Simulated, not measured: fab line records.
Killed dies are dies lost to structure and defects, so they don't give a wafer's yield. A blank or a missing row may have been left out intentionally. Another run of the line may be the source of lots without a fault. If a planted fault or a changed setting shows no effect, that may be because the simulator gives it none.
Which tool is to blame? ; flow n5_finfet ; 23 lots with 69 wafers sampled at 4 steps, on a route of 1938 steps

## WHAT EACH GAUGE READ, for each wafer
N5_MOL_CONTACT_COAG_INSPECT_97: inspects for defects (darkfield).
lot;measured;on;raw_defect_count
L074;day 5 15:26;defect_inspect-02;30 46 44
L075;day 5 20:58;defect_inspect-01;29 42 47
L077;day 6 06:19;defect_inspect-01;24 48 52
L078;day 6 16:48;defect_inspect-02;48 47 30
L079;day 6 19:48;defect_inspect-02;14 17 27
L080;day 6 22:46;defect_inspect-02;60 49 60
L081;day 7 15:00;defect_inspect-02;41 33 34
L082;day 7 18:01;defect_inspect-01;54 24 34
L083;day 7 21:00;defect_inspect-02;45 33 41
L084;day 7 21:00;defect_inspect-01;56 87 91
L085;day 8 08:35;defect_inspect-02;46 48 27
L086;day 8 20:43;defect_inspect-02;52 46 48
L087;day 8 23:44;defect_inspect-02;19 30 20
L088;day 9 06:07;defect_inspect-01;41 53 41
L089;day 9 09:07;defect_inspect-01;37 44 72
L091;day 9 14:53;defect_inspect-02;55 39 45
L090;day 9 17:52;defect_inspect-01;49 41 64
L092;day 9 23:03;defect_inspect-02;56 58 31
L093;day 10 06:40;defect_inspect-01;19 47 35
L094;day 10 15:44;defect_inspect-01;40 40 58
L095;day 10 18:41;defect_inspect-02;74 73 33
L097;day 11 03:24;defect_inspect-02;49 76 58
L096;day 11 06:24;defect_inspect-02;39 58 46

## TOOL THAT RAN EACH LOT (tool first, then ch and the chambers of the sampled wafers, then the start)
lot;N5_MOL_CONTACT_COAG_CMP_28;N5_MOL_CONTACT_COAG_ETCHBACK_132;N5_MOL_CONTACT_COAG_DESCUM_45
L074;cmp-04 ch 0,2, day 5 03:37;rie_diel-05 ch 0,1,3, day 5 08:52;rie_diel-01 ch 0,1,2, day 5 10:23
L075;cmp-04 ch 0,1, day 5 12:49;rie_diel-05 ch 0,1, day 5 14:53;rie_diel-03 ch 0,3, day 5 16:16
L077;cmp-01 ch 1,2, day 5 22:42;rie_diel-03 ch 0,1,3, day 6 00:39;rie_diel-03 ch 1,3, day 6 01:35
L078;cmp-01 ch 0,2, day 6 09:31;rie_diel-03 ch 1,2, day 6 11:13;rie_diel-05 ch 1,3, day 6 12:09
L079;cmp-01 ch 0,2,3, day 6 11:52;rie_diel-03 ch 0,2,3, day 6 13:26;rie_diel-05 ch 0,1,3, day 6 14:35
L080;cmp-01 ch 0,3, day 6 14:52;rie_diel-01 ch 0,1,3, day 6 16:34;rie_diel-01 ch 0,1,3, day 6 17:31
L081;cmp-04 ch 0,3, day 7 05:22;rie_diel-03 ch 1, day 7 07:22;rie_diel-01 ch 1,2, day 7 10:07
L082;cmp-04 ch 0,2, day 7 06:56;rie_diel-03 ch 0,1, day 7 10:21;rie_diel-01 ch 0,1,2, day 7 12:31
L083;cmp-04 ch 0,1,2, day 7 08:31;rie_diel-03 ch 0,1,3, day 7 12:02;rie_diel-03 ch 0,3, day 7 13:18
L084;cmp-03 ch 1,2,3, day 7 11:09;rie_diel-05 ch 1,2,3, day 7 13:58;rie_diel-01 ch 0,2, day 7 15:38
L085;cmp-03 ch 0,1,3, day 8 00:10;rie_diel-03 ch 0,3, day 8 02:36;rie_diel-01 ch 0,2, day 8 03:40
L086;cmp-03 ch 1,2, day 8 10:43;rie_diel-03 ch 2,3, day 8 14:32;rie_diel-03 ch 2,3, day 8 15:51
L087;cmp-01 ch 0,1,3, day 8 14:42;rie_diel-01 ch 0,1, day 8 16:44;rie_diel-03 ch 1,2, day 8 17:40
L088;cmp-01 ch 0,2,3, day 8 20:57;rie_diel-03 ch 1,2,3, day 9 00:02;rie_diel-01 ch 0,2,3, day 9 01:06
L089;cmp-03 ch 0,1,2, day 8 23:07;rie_diel-03 ch 1,2,3, day 9 01:28;rie_diel-01 ch 1,2,3, day 9 02:58
L091;cmp-01 ch 1,2,3, day 9 07:25;rie_diel-01 ch 0,2,3, day 9 09:07;rie_diel-01 ch 2,3, day 9 10:14
L090;cmp-03 ch 0,2,3, day 9 07:44;rie_diel-03 ch 1,2, day 9 09:22;rie_diel-05 ch 0,1,3, day 9 10:19
L092;cmp-04 ch 0,1,2, day 9 14:21;rie_diel-01 ch 0,3, day 9 17:02;rie_diel-03 ch 1,2,3, day 9 18:02
L093;cmp-04 ch 2,3, day 9 22:52;rie_diel-05 ch 0,3, day 10 00:43;rie_diel-01 ch 0,1,2, day 10 01:49
L094;cmp-04 ch 0,1,3, day 10 08:06;rie_diel-03 ch 0,1,3, day 10 09:59;rie_diel-05 ch 2,3, day 10 11:02
L095;cmp-04 ch 1,2,3, day 10 08:20;rie_diel-05 ch 1,2,3, day 10 10:10;rie_diel-01 ch 2,3, day 10 11:06
L097;cmp-04 ch 1,2, day 10 20:00;rie_diel-01 ch 0,3, day 10 21:37;rie_diel-05 ch 1,2,3, day 10 22:41
L096;cmp-01 ch 1,2,3, day 10 20:04;rie_diel-03 ch 1,2,3, day 10 21:56;rie_diel-01 ch 0,1,3, day 10 22:52
- N5_MOL_CONTACT_COAG_CMP_28: polishes, stops on SiNx, t overpolish 0.85 s, target thk 14.522 nm.
- N5_MOL_CONTACT_COAG_ETCHBACK_132: etches SiO2 in CHF3, target depth 10 nm, time 6.7 s.
- N5_MOL_CONTACT_COAG_DESCUM_45: chemistry O2, time 7 s.

## WHAT THE TOOLS THEMSELVES READ (means of the sampled wafers that have a number; where no wafer has one, the mark that the record gives instead)
N5_MOL_CONTACT_COAG_CMP_28.
lot;tool;motor_current_A (A);time_to_endpoint_s (s)
L074;cmp-04;12.7;5.8
L075;cmp-04;12.7;3.2
L077;cmp-01;13.6;4.7
L078;cmp-01;11.8;4.2
L079;cmp-01;11.7;3.1
L080;cmp-01;11.2;3.9
L081;cmp-04;12.4;5.0
L082;cmp-04;12.8;8.4
L083;cmp-04;13.3;8.1
L084;cmp-03;12.5;4.6
L085;cmp-03;13.4;1.2
L086;cmp-03;12.6;3.6
L087;cmp-01;12.4;3.9
L088;cmp-01;11.5;4.3
L089;cmp-03;13.3;2.1
L091;cmp-01;13.0;3.9
L090;cmp-03;13.1;1.3
L092;cmp-04;12.9;5.3
L093;cmp-04;13.3;5.7
L094;cmp-04;12.3;3.3
L095;cmp-04;12.8;2.0
L097;cmp-04;13.0;6.5
L096;cmp-01;12.8;7.5

N5_MOL_CONTACT_COAG_ETCHBACK_132.
lot;tool;CHF3_flow_sccm (sccm);drypump_motor_current_A (A);mfc_ar_sccm (sccm);oes_product_au (a.u.);rf_vpp_V (V);showerhead_plenum_p_Torr (Torr);throttle_valve_pct (%)
L074;rie_diel-05;49.90;5.65;200.6;0.79;521;2.37;18.76
L075;rie_diel-05;49.90;5.81;200.3;0.87;520;2.42;18.49
L077;rie_diel-03;50.10;5.51;199.8;0.78;526;2.39;18.89
L078;rie_diel-03;49.79;5.50;200.1;0.74;522;2.28;18.92
L079;rie_diel-03;49.91;5.64;200.1;0.79;519;2.39;18.80
L080;rie_diel-01;50.04;5.74;200.2;0.76;522;2.39;18.77
L081;rie_diel-03;50.12;5.39;199.9;0.73;528;2.28;19.04
L082;rie_diel-03;50.01;5.43;200.1;0.72;531;2.34;19.05
L083;rie_diel-03;50.11;5.52;200.3;0.77;526;2.39;18.92
L084;rie_diel-05;50.07;5.65;200.2;0.94;521;2.36;18.75
L085;rie_diel-03;49.95;5.59;200.5;0.81;520;2.43;18.78
L086;rie_diel-03;49.94;5.67;199.8;0.78;510;2.34;18.71
L087;rie_diel-01;50.08;6.13;200.1;0.79;526;2.43;18.81
L088;rie_diel-03;50.09;5.56;200.1;0.77;517;2.33;18.82
L089;rie_diel-03;50.13;5.54;200.3;0.77;517;2.33;18.82
L091;rie_diel-01;50.05;5.84;199.8;0.89;523;2.46;18.74
L090;rie_diel-03;50.13;5.48;200.4;0.72;522;2.28;18.96
L092;rie_diel-01;49.99;5.85;199.7;0.83;519;2.44;18.76
L093;rie_diel-05;49.93;5.63;199.9;0.81;522;2.33;18.68
L094;rie_diel-03;49.93;5.52;199.5;0.74;526;2.38;18.96
L095;rie_diel-05;50.06;5.66;199.5;0.90;522;2.36;18.78
L097;rie_diel-01;49.83;5.47;198.7;0.87;517;2.48;18.61
L096;rie_diel-03;49.97;5.57;199.9;0.75;516;2.32;18.85

N5_MOL_CONTACT_COAG_DESCUM_45.
lot;tool;drypump_motor_current_A (A);oes_product_au (a.u.);rf_vpp_V (V);showerhead_plenum_p_Torr (Torr);throttle_valve_pct (%)
L074;rie_diel-01;6.1;0.78;245.4;2.15;20.41
L075;rie_diel-03;5.6;0.82;245.3;2.14;20.44
L077;rie_diel-03;5.5;0.78;242.5;2.03;20.44
L078;rie_diel-05;5.7;0.93;242.9;2.11;20.33
L079;rie_diel-05;5.6;0.88;242.9;2.08;20.33
L080;rie_diel-01;5.7;0.76;242.7;2.10;20.46
L081;rie_diel-01;6.0;0.87;244.2;2.20;20.38
L082;rie_diel-01;6.1;0.87;244.8;2.15;20.35
L083;rie_diel-03;5.6;0.80;244.1;2.13;20.45
L084;rie_diel-01;6.2;0.92;243.4;2.11;20.29
L085;rie_diel-01;6.2;0.84;242.9;2.09;20.36
L086;rie_diel-03;5.7;0.78;241.5;2.04;20.35
L087;rie_diel-03;5.5;0.72;241.4;1.98;20.51
L088;rie_diel-01;5.8;0.89;243.6;2.14;20.28
L089;rie_diel-01;5.7;0.88;245.9;2.19;20.29
L091;rie_diel-01;5.5;0.93;243.4;2.19;20.19
L090;rie_diel-05;5.7;0.85;242.4;2.08;20.33
L092;rie_diel-03;5.6;0.75;241.5;2.03;20.43
L093;rie_diel-01;6.1;0.82;243.6;2.14;20.40
L094;rie_diel-05;5.6;0.91;243.1;2.04;20.61
L095;rie_diel-01;5.5;0.91;244.1;2.18;20.20
L097;rie_diel-05;5.7;0.89;242.8;2.07;20.49
L096;rie_diel-01;5.7;0.82;244.3;2.17;20.37

## THE ANSWER, worked out from the rows above alone
Rule: usual is defined by the lots themselves. The widest of any qualifying gaps counts: lots, ordered by their means at a reading, are off when they make up no more than a third of the lots, leave a main group of 4 or more, and stand apart from it by 3 or more times the standard deviation of that group's means. A main group is skipped when, at the precision printed for the reading in the tables above, its means are all equal. Also off: a lot with no number at a reading for which 4 or more lots have one. Any other lot the step has rows for is counted as sound. Order of review: gauges by route order, followed by the tools' own readings, for which a lot's mean as printed above is used. At the first step where some lot is off, the reading lying furthest off is the one used; lots without a number count as furthest.
Nothing can be told from this: no lot is off at any reading shown.

## WHAT WAS PUT IN BY THE SIMULATOR
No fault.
